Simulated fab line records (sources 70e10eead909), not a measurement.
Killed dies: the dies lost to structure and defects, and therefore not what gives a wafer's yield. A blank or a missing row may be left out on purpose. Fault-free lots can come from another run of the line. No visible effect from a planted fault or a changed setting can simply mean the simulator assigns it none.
fab line records	flow nand-harc	part 2 of 2: steps 5 to 6 of 6
record lots=21	wafers=63	last-day=33
route steps=1302 shown A_STAIRCASE@784 A_SGD_CUT@915
lots untouched by any fault: they come from a run of this same line in which no faults occurred
start-h: the number of hours between the record's first day and the start of the first shown wafer of the lot	wait-h: hours since the lot's step before	" the same as in the row above	L1.1+2: one row covering several wafers at once	- no value, or no start given	* or withheld: withheld	< > ~ a bound
route shown NAME@n: names a module that has steps shown in the file, with the first one's number in the route	usual: mean/standard deviation of fault-free wafers	same: alike in all rows	chamber/n: place in a boat	sites: each site's reading	_std_site: the values' standard deviation	_edge_site: the outer-site mean with the inner-site mean subtracted	radius-mm: how far each site lies from the wafer's centre	mask NAME#n: copy n	behind: the tool/chamber that last shaped the wafer	hold: cause of the lot's hold/its duration in hours/its outcome	device: which transistor (n, p or np) failed to switch	end of line: at the end of the route, the tests of the same wafers	a step with no rows: only its recipe	killed: dies lost to structure and defects at the first sort, not the wafer's yield	map: a wafer's dies, marking killed ones x, the rest . and places with no die _
set.NAME: setting as actually run; set.NAME@STEP: the setting as run at that earlier step	model.NAME: the simulator's own value behind a step, which no gauge read
route steps across a sampled set of lots; one table per step, one row per wafer
services: a tool's chamber out of use, with start hour (start-h, from the record's first day; less than 0 if before it), hours out, and reason
## steps
# step NHARC_A_SGD_CUT_CMP_21
# recipe target-thk-nm=148.19
# usual motor-current-A=11.9/0.93	slurry-flow-ml-min=150.0/0.5	time-to-endpoint-s=50/3.5
lot.wafer	tool	chamber	start-h	wait-h	motor-current-A	slurry-flow-ml-min	time-to-endpoint-s
L074.2	cmp-04	3	432.38	0.4	11.1	149.4	47
L074.5	"	0	"	"	11.8	150.5	48
L074.6	"	1	"	"	13.6	150.2	47
L075.2	cmp-04	0	455.63	0.4	11.4	150.3	42
L075.5	"	3	"	"	10.7	149.2	43
L075.6	"	0	"	"	11.6	149.3	47
L076.2	cmp-02	2	472.44	0.4	11.7	148.7	48
L076.1	"	1	"	"	12.9	149.8	50
L076.6	"	2	"	"	12.0	149.4	49
L077.3	cmp-01	2	479.03	0.4	11.9	150.2	50
L077.1	"	1	"	"	12.5	149.8	52
L077.5	"	2	"	"	12.4	149.5	50
L078.4	cmp-02	2	479.06	0.4	11.7	150.3	48
L078.2	"	3	"	"	12.5	149.9	51
L078.3	"	0	"	"	10.3	150.5	44
L079.2	cmp-02	0	498.64	0.4	10.7	150.6	44
L079.3	"	1	"	"	11.9	149.6	53
L079.4	"	2	"	"	11.5	149.5	46
L080.3	cmp-02	3	506.78	0.4	11.9	150.3	53
L080.6	"	1	"	"	13.1	149.8	52
L080.5	"	2	"	"	11.9	148.8	52
L081.4	cmp-02	1	506.93	0.6	12.5	150.4	54
L081.5	"	3	"	"	12.1	150.4	54
L081.6	"	0	"	"	10.6	149.4	47
L086.2	cmp-04	1	550.56	0.4	13.5	150.0	48
L086.4	"	0	"	"	11.2	150.1	46
L086.5	"	1	"	"	13.1	150.9	49
L085.1	cmp-02	0	550.57	0.4	11.1	150.7	46
L085.3	"	2	"	"	11.8	149.8	49
L085.6	"	0	"	"	11.1	149.6	46
L084.2	cmp-01	1	550.59	0.4	12.6	150.7	52
L084.4	"	2	"	"	11.9	150.4	49
L084.5	"	3	"	"	11.4	150.0	56
L088.1	cmp-04	1	573.70	0.4	12.9	149.9	49
L088.6	"	1	"	"	13.1	150.7	49
L088.5	"	2	"	"	11.1	149.9	44
L087.1	cmp-01	0	573.70	0.4	13.0	151.1	52
L087.3	"	1	"	"	12.2	150.2	50
L087.4	"	2	"	"	11.5	149.5	50
L090.1	cmp-04	2	591.86	0.4	11.2	150.6	48
L090.4	"	3	"	"	10.1	150.1	49
L090.6	"	2	"	"	10.6	150.4	52
L089.4	cmp-01	0	591.98	0.5	13.0	150.2	52
L089.1	"	2	"	"	12.6	150.1	49
L089.5	"	1	"	"	12.4	150.7	54
L092.4	cmp-01	2	620.14	0.4	12.6	150.1	50
L092.2	"	1	"	"	12.3	149.7	51
L092.5	"	3	"	"	10.2	148.9	57
L091.2	cmp-04	1	620.18	0.4	13.2	149.2	47
L091.3	"	2	"	"	10.4	150.0	48
L091.6	"	0	"	"	12.0	150.6	47
L094.1	cmp-04	0	641.44	0.4	11.7	150.2	46
L094.4	"	3	"	"	10.8	150.3	43
L094.6	"	0	"	"	12.0	149.3	44
L093.4	cmp-01	2	641.49	0.4	12.2	149.8	47
L093.5	"	0	"	"	12.9	150.0	49
L093.6	"	1	"	"	12.9	150.4	48
L095.1	cmp-01	2	662.18	0.4	12.0	150.5	49
L095.3	"	3	"	"	10.5	150.1	52
L095.6	"	2	"	"	12.0	149.9	46
L096.4	cmp-01	1	671.19	0.4	12.3	149.7	53
L096.1	"	3	"	"	10.9	149.3	59
L096.6	"	0	"	"	13.3	149.3	51
# step NHARC_A_SGD_CUT_ETCHBACK_24
# recipe target-depth-a=500	over-etch-frac=0.3	time-s=92.857	ion-energy-ev=120	ch3f-flow-sccm=50	o2-flow-sccm=30	ar-flow-sccm=200	rf-w=500	bias-w=100	chemistry=CH3F/O2
# usual drypump-motor-current-A=5.62/0.24	o2-flow-sccm=29.98/0.091	oes-product-au=0.97/0.034	rf-vpp-V=244.5/1.6	showerhead-plenum-p-Torr=2.48/0.083	throttle-valve-pct=20.663/0.0087
lot.wafer	tool	chamber	start-h	wait-h	drypump-motor-current-A	o2-flow-sccm	oes-product-au	rf-hours-counter-h	rf-vpp-V	showerhead-plenum-p-Torr	throttle-valve-pct
L074.2	rie-diel-06	2	432.82	0.2	5.78	30.03	0.93	6	245.3	2.52	20.670
L074.5	"	0	"	"	5.52	29.97	0.91	-	243.0	2.37	20.654
L074.6	"	1	"	"	5.82	29.85	0.93	-	246.4	2.61	20.663
L075.2	rie-diel-11	1	456.13	0.2	5.90	29.98	0.94	2	246.4	2.54	20.654
L075.6	"	2	"	"	5.19	30.00	0.93	-	244.7	2.49	20.658
L075.5	"	3	"	"	5.43	29.97	0.90	-	244.8	2.45	20.664
L076.2	rie-diel-11	1	472.92	0.1	5.90	30.03	0.99	3	245.3	2.54	20.652
L076.1	"	2	"	"	5.13	30.02	1.00	4	245.1	2.49	20.658
L076.6	"	1	"	"	5.90	30.14	0.98	-	245.1	2.54	20.664
L078.4	rie-diel-06	2	479.51	0.2	5.80	30.00	0.99	9	245.0	2.51	20.661
L078.3	"	3	"	"	5.38	30.00	1.01	9	244.7	2.42	20.661
L078.2	"	0	"	"	5.53	29.91	0.98	8	242.2	2.37	20.663
L077.3	rie-diel-11	3	479.52	0.1	5.44	29.84	0.99	4	244.1	2.45	20.658
L077.1	"	1	"	"	5.83	29.93	1.00	4	246.3	2.54	20.660
L077.5	"	3	"	"	5.42	29.93	0.99	-	243.4	2.45	20.665
L079.2	rie-diel-11	0	499.12	0.1	5.68	30.04	0.92	5	243.6	2.38	20.676
L079.4	"	2	"	"	5.16	29.96	0.93	5	243.9	2.49	20.664
L079.3	"	3	"	"	5.43	29.87	0.91	5	244.6	2.45	20.669
L080.3	rie-diel-06	3	507.22	0.2	5.42	30.04	0.93	0	240.8	2.42	20.666
L080.5	"	2	"	"	5.80	29.90	0.94	-	246.4	2.51	20.665
L080.6	"	3	"	"	5.43	30.03	0.93	-	243.1	2.42	20.670
L081.4	rie-diel-01	2	507.40	0.2	5.48	30.02	0.93	6	243.8	2.48	20.675
L081.6	"	3	"	"	5.88	29.95	0.92	-	242.4	2.37	20.663
L081.5	"	0	"	"	5.82	30.03	0.94	-	246.1	2.60	20.651
L084.2	rie-diel-01	1	551.04	0.1	5.22	30.08	1.01	10	244.1	2.41	20.663
L084.4	"	3	"	"	5.89	29.83	1.00	9	242.1	2.37	20.666
L084.5	"	1	"	"	5.23	30.17	0.99	-	242.8	2.41	20.648
L085.1	rie-diel-06	1	551.05	0.2	5.84	30.09	1.01	4	245.2	2.61	20.676
L085.3	"	1	"	"	5.83	29.98	1.00	-	245.1	2.61	20.660
L085.6	"	2	"	"	5.79	29.81	1.02	-	245.9	2.51	20.657
L086.4	rie-diel-11	2	551.09	0.2	5.19	30.00	1.01	10	243.4	2.49	20.649
L086.2	"	0	"	"	5.68	29.94	0.99	9	242.8	2.38	20.671
L086.5	"	3	"	"	5.43	30.09	0.99	-	244.2	2.45	20.658
L087.1	rie-diel-06	0	574.17	0.1	5.51	30.11	0.98	2	244.9	2.37	20.656
L087.3	"	3	"	"	5.39	29.94	1.01	1	244.6	2.42	20.653
L087.4	"	1	"	"	5.79	30.01	0.99	-	247.0	2.61	20.671
L088.1	rie-diel-01	0	574.19	0.2	5.81	30.04	1.00	1	245.4	2.60	20.653
L088.6	"	3	"	"	5.88	30.12	0.99	-	242.3	2.37	20.655
L088.5	"	0	"	"	5.83	29.99	1.01	-	245.7	2.60	20.662
L090.1	rie-diel-11	0	592.33	0.2	5.67	30.07	0.94	11	241.9	2.38	20.657
L090.4	"	1	"	"	5.87	30.13	0.95	12	244.8	2.54	20.667
L090.6	"	3	"	"	5.41	30.09	0.95	-	244.9	2.44	20.663
L089.1	rie-diel-06	1	592.46	0.2	5.86	30.05	0.93	7	246.4	2.61	20.646
L089.4	"	3	"	"	5.43	29.96	0.93	3	244.0	2.42	20.673
L089.5	"	1	"	"	5.84	29.98	0.94	-	247.6	2.61	20.677
L092.2	rie-diel-11	3	620.61	0.1	5.46	29.80	1.00	0	243.5	2.44	20.671
L092.4	"	0	"	"	5.68	30.04	1.00	0	244.1	2.38	20.667
L092.5	"	0	"	"	5.68	30.04	1.01	-	242.7	2.38	20.656
L091.2	rie-diel-06	0	620.64	0.1	5.53	29.89	0.99	4	242.6	2.37	20.659
L091.3	"	3	"	"	5.40	29.89	1.00	4	244.0	2.42	20.677
L091.6	"	1	"	"	5.82	30.01	0.99	-	246.0	2.61	20.665
L094.4	rie-diel-06	2	641.91	0.1	5.81	29.88	0.93	9	245.3	2.51	20.671
L094.1	"	1	"	"	5.84	29.93	0.93	10	247.1	2.61	20.671
L094.6	"	3	"	"	5.40	30.05	0.93	-	245.1	2.42	20.654
L093.4	rie-diel-01	2	641.97	0.2	5.50	30.07	0.98	6	243.8	2.48	20.660
L093.6	"	3	"	"	5.93	29.98	0.99	-	243.1	2.37	20.675
L093.5	"	0	"	"	5.81	29.75	0.98	-	246.8	2.60	20.669
L095.1	rie-diel-11	0	662.64	0.1	5.67	29.96	0.92	5	243.7	2.37	20.650
L095.3	"	2	"	"	5.20	29.96	0.94	4	244.8	2.48	20.661
L095.6	"	1	"	"	5.90	29.88	0.93	-	245.7	2.54	20.657
L096.4	rie-diel-11	2	671.72	0.2	5.16	29.98	0.99	5	245.0	2.48	20.659
L096.1	"	3	"	"	5.38	29.94	0.98	5	243.6	2.44	20.669
L096.6	"	2	"	"	5.16	29.94	0.99	-	245.2	2.48	20.687
## services
tool	chamber	start-h	hours	kind
rie-diel-05	1	344.18	2.7	repair
rie-diel-08	-	370.21	9.0	pm
rie-diel-11	3	375.94	9.2	repair
rie-diel-05	-	406.94	9.0	pm
pecvd-02	-	408.00	13.0	pm
rie-diel-08	3	412.08	4.3	repair
pecvd-01	1	414.64	24.6	repair
rie-diel-11	-	420.88	1.4	repair
rie-diel-05	1	427.45	4.4	repair
pecvd-02	-	433.85	1.3	repair
rie-diel-05	0	450.35	27.5	repair
rie-diel-08	1	488.52	14.4	repair
pecvd-01	-	492.28	13.0	pm
rie-diel-09	-	498.03	9.0	pm
rie-diel-09	1	527.53	4.6	repair
rie-diel-08	-	547.21	9.0	pm
rie-diel-05	-	583.94	9.0	pm
pecvd-02	-	589.00	13.0	pm
rie-diel-08	3	608.46	5.6	repair
rie-diel-09	2	613.41	2.0	repair
rie-diel-08	0	613.68	2.7	repair
rie-diel-05	1	631.90	3.1	repair
pecvd-01	0	647.21	6.6	repair
rie-diel-08	-	671.24	1.1	repair
